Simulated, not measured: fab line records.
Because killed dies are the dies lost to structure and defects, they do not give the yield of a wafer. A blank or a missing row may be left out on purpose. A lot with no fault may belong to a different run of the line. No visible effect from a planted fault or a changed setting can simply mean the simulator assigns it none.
Matching of chambers || flow n5-finfet || rie-diel-04 running N5_SDB_ETCH_17: 4 sister chambers
The step etches SiARC in CF4, target depth 23.4 nm, time 39 s. 4 wafers are shown with their chamber, then 7 later ones without.

## WAFERS PAIRED WITH THEIR CHAMBERS
{"wafer": "L087.4", "chamber": 1, "drypump-motor-current-A (A)": 5.6}
{"wafer": "L089.1", "chamber": 0, "drypump-motor-current-A (A)": 6.1}
{"wafer": "L089.3", "chamber": 3, "drypump-motor-current-A (A)": 5.1}
{"wafer": "L090.5", "chamber": 2, "drypump-motor-current-A (A)": 5.2}

## WAFERS WITHOUT THEIR CHAMBER
{"wafer": "L090.6", "drypump-motor-current-A (A)": 5.1}
{"wafer": "L091.1", "drypump-motor-current-A (A)": 5.1}
{"wafer": "L091.2", "drypump-motor-current-A (A)": 5.6}
{"wafer": "L091.3", "drypump-motor-current-A (A)": 5.2}
{"wafer": "L092.1", "drypump-motor-current-A (A)": 5.1}
{"wafer": "L092.2", "drypump-motor-current-A (A)": 5.6}
{"wafer": "L092.5", "drypump-motor-current-A (A)": 5.5}

## THE CHAMBER EACH PASSED THROUGH
{"wafer": "L090.6", "from the rows above": 3, "in truth": 3}
{"wafer": "L091.1", "from the rows above": 3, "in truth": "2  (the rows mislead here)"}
{"wafer": "L091.2", "from the rows above": 1, "in truth": 1}
{"wafer": "L091.3", "from the rows above": 2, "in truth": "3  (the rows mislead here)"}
{"wafer": "L092.1", "from the rows above": 3, "in truth": 3}
{"wafer": "L092.2", "from the rows above": 1, "in truth": 1}
{"wafer": "L092.5", "from the rows above": 1, "in truth": 1}
Correctly placed: 5 of 7. Not placeable from these rows: 0. Wrongly placed: 2.
How it was worked out, from the rows above alone: a wafer's distance from a chamber is the root of the sum, over the readings, of the square of ((its reading less the chamber's mean) divided by the reading's scatter). The wafer belongs to the nearest chamber; if the next one is less than 2 further off, it can't be placed. Each chamber's mean is taken over the wafers shown for it. The scatter: with one shown wafer a chamber, the root of the mean of the squares of how far each hidden wafer lies from its nearest shown one.
